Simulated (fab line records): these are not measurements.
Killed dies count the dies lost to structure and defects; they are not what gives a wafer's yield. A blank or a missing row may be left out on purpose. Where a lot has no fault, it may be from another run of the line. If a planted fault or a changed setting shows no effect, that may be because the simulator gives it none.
The tool behind it: which one? || flow n5Finfet || Sampling: 11 lots, 33 wafers, 3 of 1938 route steps

== WHAT THE GAUGES SHOWED, per wafer ==
N5_MOL_CONTACT_COAG_CD_MEAS_08: the cd target is 28 nm.
{"lot": "L499", "measured": "day 4 16:07", "on": "cdSem-01", "cdNm (nm)": "27.95 28.40 27.94"}
{"lot": "L500", "measured": "day 5 00:16", "on": "cdSem-02", "cdNm (nm)": "28.09 27.92 27.47"}
{"lot": "L501", "measured": "day 5 06:04", "on": "cdSem-03", "cdNm (nm)": "27.66 27.61 27.82"}
{"lot": "L502", "measured": "day 5 13:41", "on": "cdSem-03", "cdNm (nm)": "27.86 28.39 28.04"}
{"lot": "L503", "measured": "day 5 15:38", "on": "cdSem-03", "cdNm (nm)": "28.33 28.36 28.04"}
{"lot": "L504", "measured": "day 5 21:23", "on": "cdSem-02", "cdNm (nm)": "27.96 28.10 27.72"}
{"lot": "L505", "measured": "day 6 02:43", "on": "cdSem-01", "cdNm (nm)": "27.93 27.57 28.07"}
{"lot": "L514", "measured": "day 8 11:44", "on": "cdSem-03", "cdNm (nm)": "29.00 29.18 28.88"}
{"lot": "L515", "measured": "day 8 13:55", "on": "cdSem-03", "cdNm (nm)": "28.89 28.90 28.91"}
{"lot": "L516", "measured": "day 8 22:53", "on": "cdSem-03", "cdNm (nm)": "28.89 28.77 29.05"}
{"lot": "L521", "measured": "day 10 12:31", "on": "cdSem-02", "cdNm (nm)": "27.67 27.70 28.08"}

N5_MOL_CONTACT_COAG_INSPECT_10: inspects for defects (brightfield).
{"lot": "L499", "measured": "day 4 16:11", "on": "defectInspect-02", "rawDefectCount": "61 124 52"}
{"lot": "L500", "measured": "day 5 00:22", "on": "defectInspect-01", "rawDefectCount": "46 42 48"}
{"lot": "L501", "measured": "day 5 06:10", "on": "defectInspect-01", "rawDefectCount": "102 74 99"}
{"lot": "L502", "measured": "day 5 13:47", "on": "defectInspect-01", "rawDefectCount": "100 77 86"}
{"lot": "L503", "measured": "day 5 15:44", "on": "defectInspect-01", "rawDefectCount": "88 104 87"}
{"lot": "L504", "measured": "day 5 21:29", "on": "defectInspect-02", "rawDefectCount": "93 46 111"}
{"lot": "L505", "measured": "day 6 02:48", "on": "defectInspect-01", "rawDefectCount": "259 130 175"}
{"lot": "L514", "measured": "day 8 11:50", "on": "defectInspect-02", "rawDefectCount": "76 99 90"}
{"lot": "L515", "measured": "day 8 14:00", "on": "defectInspect-01", "rawDefectCount": "86 82 96"}
{"lot": "L516", "measured": "day 8 22:58", "on": "defectInspect-02", "rawDefectCount": "61 89 113"}
{"lot": "L521", "measured": "day 10 12:36", "on": "defectInspect-02", "rawDefectCount": "85 65 44"}

== WHAT TOOL EACH LOT RAN ON (gives the tool, then ch and the chambers of the sampled wafers, and finally the start) ==
{"lot": "L499", "N5_GATE_CUT_CMP_43": "cmp-01 ch 0,2,3, day 4 15:08"}
{"lot": "L500", "N5_GATE_CUT_CMP_43": "cmp-03 ch 1,3, day 4 23:16"}
{"lot": "L501", "N5_GATE_CUT_CMP_43": "cmp-02 ch 1,2, day 5 05:04"}
{"lot": "L502", "N5_GATE_CUT_CMP_43": "cmp-01 ch 0,2,3, day 5 12:38"}
{"lot": "L503", "N5_GATE_CUT_CMP_43": "cmp-01 ch 0,2, day 5 14:38"}
{"lot": "L504", "N5_GATE_CUT_CMP_43": "cmp-02 ch 1,3, day 5 20:28"}
{"lot": "L505", "N5_GATE_CUT_CMP_43": "cmp-02 ch 2,3, day 6 01:35"}
{"lot": "L514", "N5_GATE_CUT_CMP_43": "cmp-02 ch 0,2,3, day 8 10:40"}
{"lot": "L515", "N5_GATE_CUT_CMP_43": "cmp-02 ch 0,1, day 8 12:54"}
{"lot": "L516", "N5_GATE_CUT_CMP_43": "cmp-03 ch 0,2, day 8 21:45"}
{"lot": "L521", "N5_GATE_CUT_CMP_43": "cmp-01 ch 0,1, day 10 11:14"}
- N5_GATE_CUT_CMP_43: polishes SiO2.

== WHAT THE TOOLS THEMSELVES READ (means of the sampled wafers that have a number; where no wafer has one, the mark that the record gives instead) ==
N5_GATE_CUT_CMP_43.
{"lot": "L499", "tool": "cmp-01", "motorCurrentA (A)": 11.5, "slurryFilterDpKPa (kPa)": 13.43}
{"lot": "L500", "tool": "cmp-03", "motorCurrentA (A)": 12.4, "slurryFilterDpKPa (kPa)": 13.39}
{"lot": "L501", "tool": "cmp-02", "motorCurrentA (A)": 12.4, "slurryFilterDpKPa (kPa)": 13.40}
{"lot": "L502", "tool": "cmp-01", "motorCurrentA (A)": 11.5, "slurryFilterDpKPa (kPa)": 13.60}
{"lot": "L503", "tool": "cmp-01", "motorCurrentA (A)": 11.3, "slurryFilterDpKPa (kPa)": 13.54}
{"lot": "L504", "tool": "cmp-02", "motorCurrentA (A)": 12.4, "slurryFilterDpKPa (kPa)": 13.68}
{"lot": "L505", "tool": "cmp-02", "motorCurrentA (A)": 11.6, "slurryFilterDpKPa (kPa)": 13.53}
{"lot": "L514", "tool": "cmp-02", "motorCurrentA (A)": 11.3, "slurryFilterDpKPa (kPa)": 13.57}
{"lot": "L515", "tool": "cmp-02", "motorCurrentA (A)": 10.9, "slurryFilterDpKPa (kPa)": 13.42}
{"lot": "L516", "tool": "cmp-03", "motorCurrentA (A)": 12.3, "slurryFilterDpKPa (kPa)": 13.59}
{"lot": "L521", "tool": "cmp-01", "motorCurrentA (A)": 11.6, "slurryFilterDpKPa (kPa)": 13.63}

== THE ANSWER, worked out from the rows above alone ==
Rule: what is usual is taken from the lots themselves. Put in order of their means at a reading, lots are off if they are a third of the lots or fewer, leave a main group of 4 or more, and stand apart from it by a gap of 3 or more times the standard deviation of the main group's means; of several such gaps the widest counts. Not used: any main group whose means are identical at the precision the tables above print for the reading. A lot without any number at a reading at which 4 lots or more have one is off too. All remaining lots with rows at the step are treated as sound. After the gauges, taken in route order, come the tools' own readings; for these a lot's mean is taken, as printed above. At the first step where some lot is off, the reading lying furthest off is the one used; lots without a number count as furthest.
Off: L514, L515, L516, at N5_MOL_CONTACT_COAG_CD_MEAS_08 (cdNm). Mean 27.95 nm and standard deviation 0.17 in the main group.
A tool fits if, at a process step before that reading, it ran every lot that is off, and no sound lot after the first of them. Gauges at N5_MOL_CONTACT_COAG_CD_MEAS_08: tried the same way as those tools. One candidate fits, namely cdSem-03 at N5_MOL_CONTACT_COAG_CD_MEAS_08. A fault onset in the window from L503 (day 5 15:38, its last sound lot) to L514 (day 8 11:44, its first lot off) fits.

== WHAT THE SIMULATOR HAD PUT IN ==
Metrology matching offset: cdSem-03, from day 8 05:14 on, at N5_MOL_CONTACT_COAG_CD_MEAS_08. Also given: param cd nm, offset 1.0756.
Struck lots among those shown: L514, L515, L516. Same finding as the rule above.
